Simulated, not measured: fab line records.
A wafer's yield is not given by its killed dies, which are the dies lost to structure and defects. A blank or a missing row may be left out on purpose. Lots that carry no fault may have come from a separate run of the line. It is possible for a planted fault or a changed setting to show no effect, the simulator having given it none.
Split-lot experiment	flow n5-finfet	on a route of 1938 steps: 7 lots, 21 wafers read

== ON THE SPLIT ==
At N5_SD_EPI_N_ETCH_45 (etches SiOCN in CH3F/O2, target depth 6 nm), the setting target-depth-a was moved away from the recipe's 60 angstrom on 6 of the 21 wafers read, by -8.5% to +8.5%. For the rest of the wafers, this setting stayed at what the recipe calls for.

The split's own step is where the reading is taken.

== THE READING ==
etch.depth-nm (the simulator's own value, which no gauge read), in nm, at N5_SD_EPI_N_ETCH_45 (etches SiOCN in CH3F/O2, target depth 6 nm). The file does not state a usual value for it. Average 6.082 nm, standard deviation 0.09 nm, over the 15 wafers here run with the recipe.

wafer	tool, chamber at the split	target-depth-a as run, angstrom	against the recipe	etch.depth-nm, nm	against lot-mates on the recipe
L076.1	rie-diel-05, 2	60	recipe	6.018	-
L076.3	rie-diel-05, 3	65.12	+8.5%	6.627	+0.551
L076.6	rie-diel-05, 3	60	recipe	6.135	-
L077.3	rie-diel-03, 1	60	recipe	6.166	-
L077.4	rie-diel-03, 3	60	recipe	6.111	-
L077.6	rie-diel-03, 0	60	recipe	5.951	-
L078.2	rie-diel-01, 2	60	recipe	5.929	-
L078.4	rie-diel-01, 1	60	recipe	6.178	-
L078.5	rie-diel-01, 1	60	recipe	6.143	-
L081.3	rie-diel-03, 1	60	recipe	6.175	-
L081.4	rie-diel-03, 2	54.92	-8.5%	5.368	-0.750
L081.6	rie-diel-03, 3	60	recipe	6.061	-
L091.2	rie-diel-05, 2	55.63	-7.3%	5.606	-0.601
L091.3	rie-diel-05, 3	60	recipe	6.207	-
L091.6	rie-diel-05, 2	55.63	-7.3%	5.633	-0.574
L093.2	rie-diel-01, 0	60	recipe	5.93	-
L093.4	rie-diel-01, 3	60	recipe	6.126	-
L093.5	rie-diel-01, 2	60	recipe	6.076	-
L095.3	rie-diel-05, 3	60	recipe	6.018	-
L095.4	rie-diel-05, 1	65.11	+8.5%	6.323	+0.305
L095.5	rie-diel-05, 1	65.11	+8.5%	6.419	+0.401

FIT RESULTS
A straight line over all 21 wafers: etch.depth-nm changes by +0.0567 nm for each +1% of target-depth-a; r = +0.92; the points scatter about the line by 0.11 nm.
The same after taking each lot's own level away (the mean of its wafers on the recipe; 21 wafers): +0.065 nm for each +1%; r = +0.94; scatter 0.11 nm.
The reading moves by 0.55 nm for the largest change in target-depth-a, on that fit.
From 6.0180 to 6.2070 nm: that is the span of the lots' own levels, equal to 2.1 times the standard deviation above.
In other words, the slope is changed by the lot-to-lot level; the two fits disagree.
Check: +0.505 nm against its lot-mates is what the line predicts for one of the wafers moved furthest among these (+8.5%) when that wafer is left out of the fit. It came out at +0.551 nm against them.

== OTHER SPLITS ON THESE WAFERS ==
Note: prior to the reading, these wafers also went through further splits. Each is held against what the fit with the lots' levels taken away leaves over:
other split on the same wafers	wafers away from the commonest value	r with etch.depth-nm (lot level and that fit taken away)
N5_ZERO_LAYER_PECVD_02 time-s	5	+0.22
N5_ZERO_LAYER_EXPOSE_08 dose-mj	7	-0.64
N5_PMOS_HMC_CHANNEL_EPI_ETCH_32 bias-w	11	+0.09
N5_FIN_SAQP_ETCH_65 time-s	8	-0.22
N5_FIN_SAQP_COAT_68 spin-rpm	8	+0.01
N5_FIN_CUT_CUT_ETCH_26 time-s	3	-0.03
N5_SD_EPI_N_PEB_07 peb-temp-c	10	+0.17

== FILE'S OWN FIT ==
etch.depth-nm changes by +0.0679 nm for each +1% of target-depth-a, r = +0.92.
